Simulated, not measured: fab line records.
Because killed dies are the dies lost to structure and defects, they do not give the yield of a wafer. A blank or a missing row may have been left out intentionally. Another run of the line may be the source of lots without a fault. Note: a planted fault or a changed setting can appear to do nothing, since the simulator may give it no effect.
Which of the tools did it? :: flow n5Finfet :: 27 wafers from 9 lots sampled at 7 of the route's 1938 steps

WHAT EACH GAUGE READ, for each wafer
N5_BEOL_M2_THK_MEAS_53: measures by xrf. Usual: for M2_THK the level is 40.6 nm and the standard deviation is 1.7.
lot: L175
measured: day 6 21:31
on: filmMetro-02
M2_THK (nm): 41.0 44.2 39.4
flag: 

lot: L181
measured: day 8 13:14
on: filmMetro-01
M2_THK (nm): 39.3 39.8 39.4
flag: 

lot: L182
measured: day 8 18:07
on: filmMetro-02
M2_THK (nm): 144.1 39.2 143.2
flag: OFF

lot: L183
measured: day 8 19:32
on: filmMetro-01
M2_THK (nm): 41.8 37.4 40.7
flag: 

lot: L187
measured: day 9 20:18
on: filmMetro-02
M2_THK (nm): 40.4 40.8 144.7
flag: OFF

lot: L188
measured: day 10 03:07
on: filmMetro-01
M2_THK (nm): 38.4 43.0 41.1
flag: 

lot: L195
measured: day 12 07:25
on: filmMetro-01
M2_THK (nm): 38.3 42.9 38.6
flag: 

lot: L197
measured: day 13 05:31
on: filmMetro-01
M2_THK (nm): 45.3 37.9 42.0
flag: 

lot: L198
measured: day 13 07:24
on: filmMetro-02
M2_THK (nm): 41.8 39.2 43.4
flag: 

N5_BEOL_M2_INSPECT_59: inspects for defects (darkfield). Usual: rawDefectCount 69, standard deviation 22.
lot: L175
measured: day 6 21:50
on: defectInspect-01
rawDefectCount: 52 55 44
flag: 

lot: L181
measured: day 8 13:31
on: defectInspect-01
rawDefectCount: 80 70 60
flag: 

lot: L182
measured: day 8 18:25
on: defectInspect-02
rawDefectCount: 5808 78 5783
flag: OFF

lot: L183
measured: day 8 19:49
on: defectInspect-01
rawDefectCount: 48 77 54
flag: 

lot: L187
measured: day 9 20:37
on: defectInspect-01
rawDefectCount: 52 52 5868
flag: OFF

lot: L188
measured: day 10 03:26
on: defectInspect-01
rawDefectCount: 41 32 85
flag: 

lot: L195
measured: day 12 07:41
on: defectInspect-02
rawDefectCount: 56 74 53
flag: 

lot: L197
measured: day 13 05:47
on: defectInspect-02
rawDefectCount: 142 54 86
flag: 

lot: L198
measured: day 13 07:41
on: defectInspect-02
rawDefectCount: 53 60 73
flag: 

N5_BEOL_M4_RC_MEAS_101. Usual: DIBL_N 36.0 mV/V, standard deviation 2.5; DIBL_P 36.7 mV/V, standard deviation 3; IOFF_N 0.16 nA/um, standard deviation 0.043; IOFF_P 0.21 nA/um, standard deviation 0.049; ION_N 673 uA/um, standard deviation 15; ION_P 461 uA/um, standard deviation 9.8; SS_N 71.5 mV/dec, standard deviation 0.83; SS_P 73.4 mV/dec, standard deviation 0.83; VT_N 250 mV, standard deviation 4; VT_P -251 mV, standard deviation 4.
lot: L175
measured: day 7 17:22
on: prober-01
DIBL_N (mV/V): 32.1 33.0 31.8
DIBL_P (mV/V): 33.7 33.8 33.3
IOFF_N (nA/um): 0.12 0.14 0.12
IOFF_P (nA/um): 0.18 0.18 0.17
ION_N (uA/um): 657 671 663
ION_P (uA/um): 456 459 459
SS_N (mV/dec): 70.5 71.7 70.7
SS_P (mV/dec): 72.6 72.8 72.1
VT_N (mV): 254 254 252
VT_P (mV): -254 -254 -250
flag: 

lot: L181
measured: day 9 07:55
on: prober-01
DIBL_N (mV/V): 34.7 39.3 35.2
DIBL_P (mV/V): 36.8 41.9 37.8
IOFF_N (nA/um): 0.13 0.24 0.14
IOFF_P (nA/um): 0.22 0.32 0.23
ION_N (uA/um): 668 697 660
ION_P (uA/um): 469 476 461
SS_N (mV/dec): 71.1 72.0 70.2
SS_P (mV/dec): 74.0 74.6 74.2
VT_N (mV): 250 244 253
VT_P (mV): -248 -243 -248
flag: 

lot: L182
measured: day 9 20:50
on: prober-02
DIBL_N (mV/V): 31.6
DIBL_P (mV/V): 34.5
IOFF_N (nA/um): 0.12
IOFF_P (nA/um): 0.16
ION_N (uA/um): 651
ION_P (uA/um): 453
SS_N (mV/dec): 70.9
SS_P (mV/dec): 72.6
VT_N (mV): 252
VT_P (mV): -254
flag: 

lot: L183
measured: day 10 00:22
on: prober-01
DIBL_N (mV/V): 38.4 35.0 36.9
DIBL_P (mV/V): 38.0 35.9 38.2
IOFF_N (nA/um): 0.19 0.13 0.16
IOFF_P (nA/um): 0.23 0.19 0.23
ION_N (uA/um): 673 665 664
ION_P (uA/um): 462 456 460
SS_N (mV/dec): 72.0 71.3 72.0
SS_P (mV/dec): 74.1 73.1 74.3
VT_N (mV): 252 254 252
VT_P (mV): -251 -253 -250
flag: 

lot: L187
measured: day 10 21:15
on: prober-02
DIBL_N (mV/V): 34.1 34.7
DIBL_P (mV/V): 31.5 31.4
IOFF_N (nA/um): 0.12 0.11
IOFF_P (nA/um): 0.19 0.18
ION_N (uA/um): 685 651
ION_P (uA/um): 473 455
SS_N (mV/dec): 70.1 71.0
SS_P (mV/dec): 72.6 72.2
VT_N (mV): 253 256
VT_P (mV): -250 -248
flag: 

lot: L188
measured: day 10 23:24
on: prober-01
DIBL_N (mV/V): 38.9 33.3 36.2
DIBL_P (mV/V): 38.3 32.8 35.1
IOFF_N (nA/um): 0.19 0.10 0.14
IOFF_P (nA/um): 0.23 0.16 0.18
ION_N (uA/um): 687 648 654
ION_P (uA/um): 462 446 446
SS_N (mV/dec): 72.6 70.9 72.4
SS_P (mV/dec): 74.1 72.7 73.5
VT_N (mV): 248 258 253
VT_P (mV): -250 -253 -251
flag: 

lot: L195
measured: day 13 08:08
on: prober-01
DIBL_N (mV/V): 37.2 33.4 34.2
DIBL_P (mV/V): 38.7 33.9 34.3
IOFF_N (nA/um): 0.19 0.13 0.15
IOFF_P (nA/um): 0.26 0.19 0.20
ION_N (uA/um): 677 662 682
ION_P (uA/um): 464 463 472
SS_N (mV/dec): 71.9 70.9 71.5
SS_P (mV/dec): 73.6 72.9 72.6
VT_N (mV): 248 253 246
VT_P (mV): -248 -250 -249
flag: 

lot: L197
measured: day 14 07:53
on: prober-01
DIBL_N (mV/V): 36.6 35.8 35.0
DIBL_P (mV/V): 39.2 38.0 36.9
IOFF_N (nA/um): 0.19 0.16 0.14
IOFF_P (nA/um): 0.24 0.21 0.20
ION_N (uA/um): 694 684 669
ION_P (uA/um): 479 469 461
SS_N (mV/dec): 70.8 71.7 71.0
SS_P (mV/dec): 73.8 73.5 73.1
VT_N (mV): 242 248 252
VT_P (mV): -249 -251 -250
flag: 

lot: L198
measured: day 14 13:20
on: prober-01
DIBL_N (mV/V): 35.6 37.2 35.3
DIBL_P (mV/V): 36.6 38.3 36.1
IOFF_N (nA/um): 0.14 0.17 0.13
IOFF_P (nA/um): 0.17 0.19 0.16
ION_N (uA/um): 672 683 650
ION_P (uA/um): 454 463 445
SS_N (mV/dec): 71.1 71.8 70.9
SS_P (mV/dec): 72.9 73.6 73.2
VT_N (mV): 252 251 254
VT_P (mV): -256 -254 -258
flag: 

EACH LOT AND THE TOOL THAT RAN IT (in order: tool; ch and the chambers of the sampled wafers; start)
lot: L175
N5_BEOL_M2_ANNEAL_91: pvdSputter-01, day 6 20:08
N5_BEOL_M2_SPUTTER_92: pvdSputter-01, day 6 20:17
N5_BEOL_M2_SPUTTER_96: pvdSputter-01, day 6 20:43
N5_BEOL_M2_CMP_52: cmp-01 ch 0,3, day 6 21:15

lot: L181
N5_BEOL_M2_ANNEAL_91: pvdSputter-03, day 8 11:49
N5_BEOL_M2_SPUTTER_92: pvdSputter-03, day 8 11:57
N5_BEOL_M2_SPUTTER_96: pvdSputter-03, day 8 12:23
N5_BEOL_M2_CMP_52: cmp-01 ch 0,1,2, day 8 12:59

lot: L182
N5_BEOL_M2_ANNEAL_91: pvdSputter-01, day 8 16:44
N5_BEOL_M2_SPUTTER_92: pvdSputter-01, day 8 16:53
N5_BEOL_M2_SPUTTER_96: pvdSputter-01, day 8 17:19
N5_BEOL_M2_CMP_52: cmp-01 ch 0,1,3, day 8 17:50

lot: L183
N5_BEOL_M2_ANNEAL_91: pvdSputter-02, day 8 17:54
N5_BEOL_M2_SPUTTER_92: pvdSputter-02, day 8 18:02
N5_BEOL_M2_SPUTTER_96: pvdSputter-02, day 8 18:29
N5_BEOL_M2_CMP_52: cmp-03 ch 0,2,3, day 8 19:14

lot: L187
N5_BEOL_M2_ANNEAL_91: pvdSputter-02, day 9 18:56
N5_BEOL_M2_SPUTTER_92: pvdSputter-02, day 9 19:04
N5_BEOL_M2_SPUTTER_96: pvdSputter-02, day 9 19:31
N5_BEOL_M2_CMP_52: cmp-01 ch 0,2, day 9 20:02

lot: L188
N5_BEOL_M2_ANNEAL_91: pvdSputter-01, day 10 01:45
N5_BEOL_M2_SPUTTER_92: pvdSputter-01, day 10 01:53
N5_BEOL_M2_SPUTTER_96: pvdSputter-01, day 10 02:20
N5_BEOL_M2_CMP_52: cmp-03 ch 0,2,3, day 10 02:52

lot: L195
N5_BEOL_M2_ANNEAL_91: pvdSputter-01, day 12 06:02
N5_BEOL_M2_SPUTTER_92: pvdSputter-01, day 12 06:11
N5_BEOL_M2_SPUTTER_96: pvdSputter-01, day 12 06:37
N5_BEOL_M2_CMP_52: cmp-03 ch 1,2,3, day 12 07:11

lot: L197
N5_BEOL_M2_ANNEAL_91: pvdSputter-01, day 13 03:49
N5_BEOL_M2_SPUTTER_92: pvdSputter-01, day 13 03:57
N5_BEOL_M2_SPUTTER_96: pvdSputter-01, day 13 04:23
N5_BEOL_M2_CMP_52: cmp-04 ch 0,2,3, day 13 05:15

lot: L198
N5_BEOL_M2_ANNEAL_91: pvdSputter-02, day 13 06:02
N5_BEOL_M2_SPUTTER_92: pvdSputter-02, day 13 06:10
N5_BEOL_M2_SPUTTER_96: pvdSputter-02, day 13 06:37
N5_BEOL_M2_CMP_52: cmp-01 ch 0,1,3, day 13 07:13
- N5_BEOL_M2_ANNEAL_91: time 240 s.
- N5_BEOL_M2_SPUTTER_92: material Cu, target thk 4.5 nm, time 8.29 s.
- N5_BEOL_M2_SPUTTER_96: material Cu, target thk 4.5 nm, time 8.29 s.
- N5_BEOL_M2_CMP_52: polishes, stops on SiOC, t overpolish 6.8 s, target thk 40 nm.

WHAT THE TOOLS THEMSELVES READ (means of the sampled wafers that have a number; where no wafer has one, the mark that the record gives instead)
N5_BEOL_M2_ANNEAL_91. Usual: heaterPowerW 819 W, standard deviation 73.
lot: L175
tool: pvdSputter-01
heaterPowerW (W): 740
flag: 

lot: L181
tool: pvdSputter-03
heaterPowerW (W): 767
flag: 

lot: L182
tool: pvdSputter-01
heaterPowerW (W): 815
flag: 

lot: L183
tool: pvdSputter-02
heaterPowerW (W): 928
flag: 

lot: L187
tool: pvdSputter-02
heaterPowerW (W): 839
flag: 

lot: L188
tool: pvdSputter-01
heaterPowerW (W): 756
flag: 

lot: L195
tool: pvdSputter-01
heaterPowerW (W): 813
flag: 

lot: L197
tool: pvdSputter-01
heaterPowerW (W): 738
flag: 

lot: L198
tool: pvdSputter-02
heaterPowerW (W): 887
flag: 

N5_BEOL_M2_SPUTTER_92. Usual: throttleValvePct 29.8 %, standard deviation 0.95.
lot: L175
tool: pvdSputter-01
throttleValvePct (%): 29.3
flag: 

lot: L181
tool: pvdSputter-03
throttleValvePct (%): 30.2
flag: 

lot: L182
tool: pvdSputter-01
throttleValvePct (%): 30.1
flag: 

lot: L183
tool: pvdSputter-02
throttleValvePct (%): 28.9
flag: 

lot: L187
tool: pvdSputter-02
throttleValvePct (%): 29.8
flag: 

lot: L188
tool: pvdSputter-01
throttleValvePct (%): 30.0
flag: 

lot: L195
tool: pvdSputter-01
throttleValvePct (%): 29.8
flag: 

lot: L197
tool: pvdSputter-01
throttleValvePct (%): 29.2
flag: 

lot: L198
tool: pvdSputter-02
throttleValvePct (%): 30.0
flag: 

N5_BEOL_M2_SPUTTER_96. Usual: throttleValvePct 29.8 %, standard deviation 0.95.
lot: L175
tool: pvdSputter-01
throttleValvePct (%): 29.2
flag: 

lot: L181
tool: pvdSputter-03
throttleValvePct (%): 30.2
flag: 

lot: L182
tool: pvdSputter-01
throttleValvePct (%): 30.0
flag: 

lot: L183
tool: pvdSputter-02
throttleValvePct (%): 28.9
flag: 

lot: L187
tool: pvdSputter-02
throttleValvePct (%): 29.6
flag: 

lot: L188
tool: pvdSputter-01
throttleValvePct (%): 29.9
flag: 

lot: L195
tool: pvdSputter-01
throttleValvePct (%): 29.8
flag: 

lot: L197
tool: pvdSputter-01
throttleValvePct (%): 29.2
flag: 

lot: L198
tool: pvdSputter-02
throttleValvePct (%): 29.9
flag: 

N5_BEOL_M2_CMP_52. Usual: barrierFieldEndpointS 24.8 s, standard deviation 0.71; motorCurrentA 5.9 A, standard deviation 0.43; overpolishRunS 6.802 s, standard deviation 0.0092; timeToEndpointS 64 s, standard deviation 4.3.
lot: L175
tool: cmp-01
barrierFieldEndpointS (s): 25.5
motorCurrentA (A): 5.5
overpolishRunS (s): 6.807
timeToEndpointS (s): 64
flag: 

lot: L181
tool: cmp-01
barrierFieldEndpointS (s): 25.1
motorCurrentA (A): 5.5
overpolishRunS (s): 6.795
timeToEndpointS (s): 63
flag: 

lot: L182
tool: cmp-01
barrierFieldEndpointS (s): 35.2
motorCurrentA (A): 5.4
overpolishRunS (s): 2.294
timeToEndpointS (s): 75
flag: OFF

lot: L183
tool: cmp-03
barrierFieldEndpointS (s): 24.4
motorCurrentA (A): 6.4
overpolishRunS (s): 6.805
timeToEndpointS (s): 60
flag: 

lot: L187
tool: cmp-01
barrierFieldEndpointS (s): 30.2
motorCurrentA (A): 5.6
overpolishRunS (s): 4.549
timeToEndpointS (s): 73
flag: OFF

lot: L188
tool: cmp-03
barrierFieldEndpointS (s): 24.2
motorCurrentA (A): 6.3
overpolishRunS (s): 6.794
timeToEndpointS (s): 61
flag: 

lot: L195
tool: cmp-03
barrierFieldEndpointS (s): 25.0
motorCurrentA (A): 6.1
overpolishRunS (s): 6.804
timeToEndpointS (s): 63
flag: 

lot: L197
tool: cmp-04
barrierFieldEndpointS (s): 24.4
motorCurrentA (A): 6.2
overpolishRunS (s): 6.814
timeToEndpointS (s): 64
flag: 

lot: L198
tool: cmp-01
barrierFieldEndpointS (s): 25.0
motorCurrentA (A): 5.3
overpolishRunS (s): 6.799
timeToEndpointS (s): 66
flag: 

THE ANSWER, worked out from the rows above alone
Rule: take the mean of a lot's wafers that have a number; if it is more than 3 standard deviations from the usual mean, the lot is off. Also off: a lot with no number at a reading for which 4 or more lots have one. The other lots that the step has rows for count as sound. Order of review: gauges by route order, followed by the tools' own readings, for which a lot's mean as printed above is used. At the first step where some lot is off, the reading lying furthest off is the one used; lots without a number count as furthest.
Off: L182, L187, at N5_BEOL_M2_THK_MEAS_53 (M2_THK).
If a tool, at a process step before that reading, ran all the lots that are off and no sound lot after the first of them, it fits. Not tried: the gauges at N5_BEOL_M2_THK_MEAS_53; whatever is off there is also off at N5_BEOL_M2_INSPECT_59, on other tools, and gauge error can't account for it. Not one of the candidates tried fits.

WHAT THE SIMULATOR PUT IN
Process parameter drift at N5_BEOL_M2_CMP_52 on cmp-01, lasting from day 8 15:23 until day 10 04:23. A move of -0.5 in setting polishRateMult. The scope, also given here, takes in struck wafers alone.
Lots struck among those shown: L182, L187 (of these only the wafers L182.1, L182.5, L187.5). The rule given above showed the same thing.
